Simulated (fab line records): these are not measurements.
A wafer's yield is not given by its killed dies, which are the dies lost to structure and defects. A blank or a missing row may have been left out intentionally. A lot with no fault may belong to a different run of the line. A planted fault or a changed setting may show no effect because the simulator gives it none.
Lot-split experiment / flow n5Finfet / 7 lots, 21 wafers read, on a route of 1938 steps

ON THE SPLIT
At N5_FIN_CUT_CUT_ETCH_26 (etches SiNx in CH3F/O2, target depth 39 nm, time 55.7 s), the setting sourceW was moved away from the recipe's 395 W on 8 of the 21 wafers read, by -16.2% to +15.3%. This setting was run at the recipe's value on the other wafers.

The reading is taken at the split's own step.

THE READING
rfVppV, in V, at N5_FIN_CUT_CUT_ETCH_26 (etches SiNx in CH3F/O2, target depth 39 nm, time 55.7 s). Fault-free wafers of this fab line usually give 296.3 V, standard deviation 2.6 V.

wafer=L074.1; tool, chamber at the split=rieDiel-03, 1; sourceW as run, W=350.8; against the recipe=-11.2%; rfVppV, V=318.4; against lot-mates on the recipe=+17.6
wafer=L074.2; tool, chamber at the split=rieDiel-03, 0; sourceW as run, W=350.8; against the recipe=-11.2%; rfVppV, V=314.6; against lot-mates on the recipe=+13.8
wafer=L074.5; tool, chamber at the split=rieDiel-03, 1; sourceW as run, W=395; against the recipe=recipe; rfVppV, V=300.8; against lot-mates on the recipe=-
wafer=L076.3; tool, chamber at the split=rieDiel-06, 3; sourceW as run, W=455.3; against the recipe=+15.3%; rfVppV, V=277.0; against lot-mates on the recipe=-17.0
wafer=L076.4; tool, chamber at the split=rieDiel-06, 1; sourceW as run, W=455.3; against the recipe=+15.3%; rfVppV, V=282.3; against lot-mates on the recipe=-11.7
wafer=L076.6; tool, chamber at the split=rieDiel-06, 2; sourceW as run, W=395; against the recipe=recipe; rfVppV, V=294.0; against lot-mates on the recipe=-
wafer=L077.4; tool, chamber at the split=rieDiel-06, 2; sourceW as run, W=395; against the recipe=recipe; rfVppV, V=295.0; against lot-mates on the recipe=-
wafer=L077.5; tool, chamber at the split=rieDiel-06, 3; sourceW as run, W=395; against the recipe=recipe; rfVppV, V=298.3; against lot-mates on the recipe=-
wafer=L077.6; tool, chamber at the split=rieDiel-06, 2; sourceW as run, W=395; against the recipe=recipe; rfVppV, V=293.1; against lot-mates on the recipe=-
wafer=L078.2; tool, chamber at the split=rieDiel-06, 1; sourceW as run, W=395; against the recipe=recipe; rfVppV, V=300.5; against lot-mates on the recipe=-
wafer=L078.3; tool, chamber at the split=rieDiel-06, 3; sourceW as run, W=395; against the recipe=recipe; rfVppV, V=295.3; against lot-mates on the recipe=-
wafer=L078.6; tool, chamber at the split=rieDiel-06, 1; sourceW as run, W=395; against the recipe=recipe; rfVppV, V=300.7; against lot-mates on the recipe=-
wafer=L086.1; tool, chamber at the split=rieDiel-06, 2; sourceW as run, W=395; against the recipe=recipe; rfVppV, V=294.7; against lot-mates on the recipe=-
wafer=L086.2; tool, chamber at the split=rieDiel-06, 3; sourceW as run, W=331.2; against the recipe=-16.2%; rfVppV, V=320.1; against lot-mates on the recipe=+25.4
wafer=L086.3; tool, chamber at the split=rieDiel-06, 1; sourceW as run, W=331.2; against the recipe=-16.2%; rfVppV, V=326.8; against lot-mates on the recipe=+32.1
wafer=L087.2; tool, chamber at the split=rieDiel-06, 0; sourceW as run, W=395; against the recipe=recipe; rfVppV, V=294.5; against lot-mates on the recipe=-
wafer=L087.5; tool, chamber at the split=rieDiel-06, 1; sourceW as run, W=453.9; against the recipe=+14.9%; rfVppV, V=281.6; against lot-mates on the recipe=-12.9
wafer=L087.6; tool, chamber at the split=rieDiel-06, 0; sourceW as run, W=453.9; against the recipe=+14.9%; rfVppV, V=275.1; against lot-mates on the recipe=-19.4
wafer=L091.2; tool, chamber at the split=rieDiel-02, 0; sourceW as run, W=395; against the recipe=recipe; rfVppV, V=293.6; against lot-mates on the recipe=-
wafer=L091.3; tool, chamber at the split=rieDiel-02, 3; sourceW as run, W=395; against the recipe=recipe; rfVppV, V=293.7; against lot-mates on the recipe=-
wafer=L091.4; tool, chamber at the split=rieDiel-02, 2; sourceW as run, W=395; against the recipe=recipe; rfVppV, V=298.2; against lot-mates on the recipe=-

THE FIT
A straight line over all 21 wafers: rfVppV changes by -1.42 V for each +1% of sourceW; r = -0.96; the points scatter about the line by 3.7 V.
The same after taking each lot's own level away (the mean of its wafers on the recipe; 21 wafers): -1.31 V for each +1%; r = -0.96; scatter 3.7 V.
The reading moves by 21 V for the largest change in sourceW, on that fit.
The lots' own levels span 294.00 to 300.80 V, that is 2.6 times the standard deviation above.
Hence the lot-to-lot level has little effect on the slope; both slopes agree.
Check: with one of the wafers moved furthest among these (-16.2%) left out of the fit, the line predicts +22.2 V for it against its lot-mates. Against them it came out at +25.4 V.
Tool readings at the split's step, against how far the setting was moved: rfVppV r = -0.96.

OTHER SPLITS APPLIED TO THESE WAFERS
These wafers also went through other splits before the reading. Each is held against what the fit with the lots' levels taken away leaves over:
other split on the same wafers=N5_WELL_APT_COAT_02 spinRpm; wafers away from the commonest value=7; r with rfVppV (lot level and that fit taken away)=-0.10
other split on the same wafers=N5_WELL_APT_PEB_23 pebTempC; wafers away from the commonest value=4; r with rfVppV (lot level and that fit taken away)=+0.19
other split on the same wafers=N5_WELL_APT_DEVELOP_24 developTimeS; wafers away from the commonest value=10; r with rfVppV (lot level and that fit taken away)=-0.14
other split on the same wafers=N5_FIN_SAQP_PECVD_48 timeS; wafers away from the commonest value=10; r with rfVppV (lot level and that fit taken away)=+0.14
other split on the same wafers=N5_FIN_SAQP_DEVELOP_15 developTimeS; wafers away from the commonest value=8; r with rfVppV (lot level and that fit taken away)=-0.32

THE WHOLE CHAIN: every reading that the file lists as answering this split, in the file's order
step=N5_FIN_CUT_CUT_ETCH_26; what it does=etches SiNx in CH3F/O2, target depth 39 nm, time 55.7 s; reading=rfVppV; change (the file's fit)=-1.31 V for each +1% of the setting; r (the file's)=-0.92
step=N5_FIN_CUT_CUT_ETCH_26; what it does=etches SiNx in CH3F/O2, target depth 39 nm, time 55.7 s; reading=etch.depthNm (the simulator's own value, which no gauge read); change (the file's fit)=+0.152 nm for each +1% of the setting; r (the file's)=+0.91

FILE'S OWN FIT
rfVppV changes by -1.31 V for each +1% of sourceW, r = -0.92.
